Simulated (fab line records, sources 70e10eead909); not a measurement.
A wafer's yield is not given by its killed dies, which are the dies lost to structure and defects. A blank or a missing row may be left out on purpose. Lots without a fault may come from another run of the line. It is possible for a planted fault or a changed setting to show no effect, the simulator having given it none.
Matching of chambers | flow nand-harc | NHARC_P_M0_CMP_23 on cmp-01 has 4 sister chambers
The step polishes, t overpolish 20 s, target thk 117.54 nm. 20 wafers are shown with their chamber, then 10 later ones without.

== WAFERS PAIRED WITH THEIR CHAMBERS ==
wafer  | chamber | motor-current-A (A) | time-to-endpoint-s (s) | retaining-ring-pressure-frac
L075.2 | 1       | 11.5                | 32                     | 0.988
L075.3 | 3       | 12.7                | 27                     | 1.002
L075.4 | 2       | 12.1                | 31                     | 0.995
L076.1 | 2       | 11.9                | 31                     | 0.994
L076.3 | 3       | 12.3                | 32                     | 0.994
L076.4 | 1       | 11.2                | 34                     | 0.998
L082.2 | 2       | 11.9                | 31                     | 0.996
L082.3 | 0       | 11.9                | 32                     | 1.010
L082.6 | 1       | 11.5                | 31                     | 1.004
L084.1 | 1       | 10.8                | 33                     | 0.999
L084.2 | 3       | 12.9                | 30                     | 0.995
L084.4 | 0       | 12.2                | 31                     | 1.003
L085.1 | 3       | 12.9                | 32                     | 1.005
L085.2 | 0       | 11.9                | 34                     | 1.002
L085.6 | 0       | 12.9                | 33                     | 1.005
L088.1 | 1       | 11.1                | 35                     | 1.001
L088.2 | 0       | 12.3                | 33                     | 1.006
L088.3 | 3       | 12.4                | 29                     | 1.001
L089.1 | 0       | 12.2                | 30                     | 1.000
L089.4 | 3       | 12.6                | 28                     | 1.010

SIGNATURES (averages over the wafers above)
reading                      | chamber 0 | chamber 1 | chamber 2 | chamber 3 | scatter within a chamber
motor-current-A              | 12.233    | 11.220    | 11.967    | 12.633    | 0.292
time-to-endpoint-s           | 32.17     | 33.00     | 31.00     | 29.67     | 1.62
retaining-ring-pressure-frac | 1.00433   | 0.99800   | 0.99500   | 1.00117   | 0.00495
Rule: a wafer's distance from a chamber is the root of the sum, over the readings, of the square of ((its reading less the chamber's mean) divided by the reading's scatter). If the next closest chamber is less than 2 further off than the closest, the wafer can't be placed; otherwise it belongs to the closest. The scatter: the root of (the sum of the squares of (reading less its chamber's mean) over the shown wafers, divided by (wafers less chambers)).

== WAFERS MISSING THEIR CHAMBER ==
wafer  | motor-current-A (A) | time-to-endpoint-s (s) | retaining-ring-pressure-frac
L089.6 | 12.4                | 30                     | 0.991
L091.2 | 11.6                | 34                     | 1.004
L091.5 | 13.2                | 27                     | 1.008
L091.6 | 11.6                | 29                     | 1.003
L092.1 | 11.2                | 30                     | 1.000
L092.3 | 11.5                | 29                     | 0.998
L092.6 | 12.9                | 28                     | 0.998
L096.3 | 12.2                | 30                     | 0.998
L096.4 | 11.3                | 36                     | 0.997
L096.6 | 11.0                | 37                     | 1.000

== WHICH CHAMBER EACH ONE RAN IN ==
wafer  | from the rows above               | in truth
L089.6 | can't be placed: 2 or 3 or 0      | 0
L091.2 | can't be placed: 1 or 0 or 2      | 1
L091.5 | can't be placed: 3 or 0           | 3
L091.6 | can't be placed: 2 or 0 or 1 or 3 | 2
L092.1 | can't be placed: 1 or 2 or 0      | 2
L092.3 | can't be placed: 2 or 1 or 0 or 3 | 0
L092.6 | 3                                 | 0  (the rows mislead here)
L096.3 | can't be placed: 2 or 3 or 0      | 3
L096.4 | can't be placed: 1 or 2           | 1
L096.6 | 1                                 | 1
Correctly placed: 1 of 10. Not placeable from these rows: 8 (in 8, the candidates include the true chamber). 1 placed wrongly.
